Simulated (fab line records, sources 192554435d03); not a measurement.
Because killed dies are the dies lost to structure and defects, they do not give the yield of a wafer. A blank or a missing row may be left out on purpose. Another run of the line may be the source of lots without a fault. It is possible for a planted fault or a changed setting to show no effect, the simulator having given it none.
Which tool is to blame? :: flow n5_finfet :: at 1 step of a route of 1938, 10 lots with 30 wafers sampled

WHAT EACH GAUGE READ, for each wafer
N5_BEOL_M10_INSPECT_13: inspects for defects (brightfield).
lot: L186
measured: day 10 15:53
on: defect_inspect-02
raw_defect_count: 406 385 494

lot: L187
measured: day 10 16:04
on: defect_inspect-02
raw_defect_count: 382 339 350

lot: L191
measured: day 11 11:56
on: defect_inspect-01
raw_defect_count: 373 280 277

lot: L190
measured: day 11 12:23
on: defect_inspect-02
raw_defect_count: 510 674 403

lot: L198
measured: day 13 15:21
on: defect_inspect-02
raw_defect_count: 421 540 425

lot: L200
measured: day 14 17:44
on: defect_inspect-02
raw_defect_count: 329 524 424

lot: L204
measured: day 15 01:43
on: defect_inspect-02
raw_defect_count: 448 390 335

lot: L205
measured: day 15 08:48
on: defect_inspect-01
raw_defect_count: 419 398 316

lot: L207
measured: day 15 23:59
on: defect_inspect-01
raw_defect_count: 281 265 381

lot: L208
measured: day 16 10:08
on: defect_inspect-02
raw_defect_count: 310 372 396

WHAT TOOL EACH LOT RAN ON (gives the tool, then ch and the chambers of the sampled wafers, and finally the start)
Before these readings, the record contains no process step.

AS READ BY THE TOOLS THEMSELVES (means over the sampled wafers that have a number; for cases with no such wafer, the mark the record gives instead)
The record holds no such reading with a usual standard deviation.

THE ANSWER, worked out from the rows above alone
Rule: the usual values come from the lots themselves. The widest of any qualifying gaps counts: lots, ordered by their means at a reading, are off when they make up no more than a third of the lots, leave a main group of 4 or more, and stand apart from it by 3 or more times the standard deviation of that group's means. Not used: any main group whose means are identical at the precision the tables above print for the reading. Also off: a lot with no number at a reading for which 4 or more lots have one. Any other lot the step has rows for is counted as sound. The gauges are gone through in route order, then the tools' own readings, and for those a lot's mean is taken as printed above. At the first step where some lot is off, the reading lying furthest off is the one used; lots without a number count as furthest.
Nothing can be told from this: no lot is off at any reading shown.

WHAT HAD BEEN PUT IN BY THE SIMULATOR
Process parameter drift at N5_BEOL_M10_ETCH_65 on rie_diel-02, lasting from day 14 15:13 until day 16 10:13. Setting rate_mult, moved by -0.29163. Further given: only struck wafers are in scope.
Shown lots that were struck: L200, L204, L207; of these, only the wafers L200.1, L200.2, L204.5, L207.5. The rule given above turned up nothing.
